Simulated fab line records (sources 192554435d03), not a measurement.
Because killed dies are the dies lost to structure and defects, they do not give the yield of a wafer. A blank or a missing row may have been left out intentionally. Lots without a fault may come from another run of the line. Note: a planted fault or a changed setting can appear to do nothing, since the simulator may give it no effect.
Chamber matching    flow n5_finfet    N5_MOL_CONTACT_COAG_DESCUM_88 on rie_diel-02: 4 sister chambers
The step chemistry O2, time 7 s. 4 wafers are shown with their chamber, then 11 later ones without.

WAFERS PAIRED WITH THEIR CHAMBERS
wafer   chamber  drypump_motor_current_A (A)
L085.1  2        5.2
L089.1  0        6.1
L089.3  1        5.5
L091.3  3        6.3

WAFERS WHOSE CHAMBER IS MISSING
wafer   drypump_motor_current_A (A)
L091.4  6.1
L091.5  6.4
L094.2  6.4
L094.3  6.1
L094.6  5.5
L096.1  6.1
L096.2  6.4
L096.4  6.4
L097.3  6.1
L097.5  6.4
L097.6  6.1

EACH ONE'S CHAMBER
wafer   from the rows above  in truth
L091.4  0                    0
L091.5  3                    3
L094.2  3                    3
L094.3  0                    0
L094.6  1                    1
L096.1  0                    0
L096.2  3                    3
L096.4  3                    3
L097.3  0                    0
L097.5  3                    3
L097.6  0                    0
Placed correctly: 11 of 11. Not placeable from these rows: 0. Wrongly placed: 0.
How it was worked out, from the rows above alone: a wafer's distance from a chamber is the root of the sum, over the readings, of the square of ((its reading less the chamber's mean) divided by the reading's scatter). The wafer belongs to the nearest chamber; if the next one is less than 2 further off, it can't be placed. A chamber's mean is the mean of its shown wafers. The scatter: root of mean squared gap, hidden wafer to nearest shown wafer, with one shown wafer a chamber.
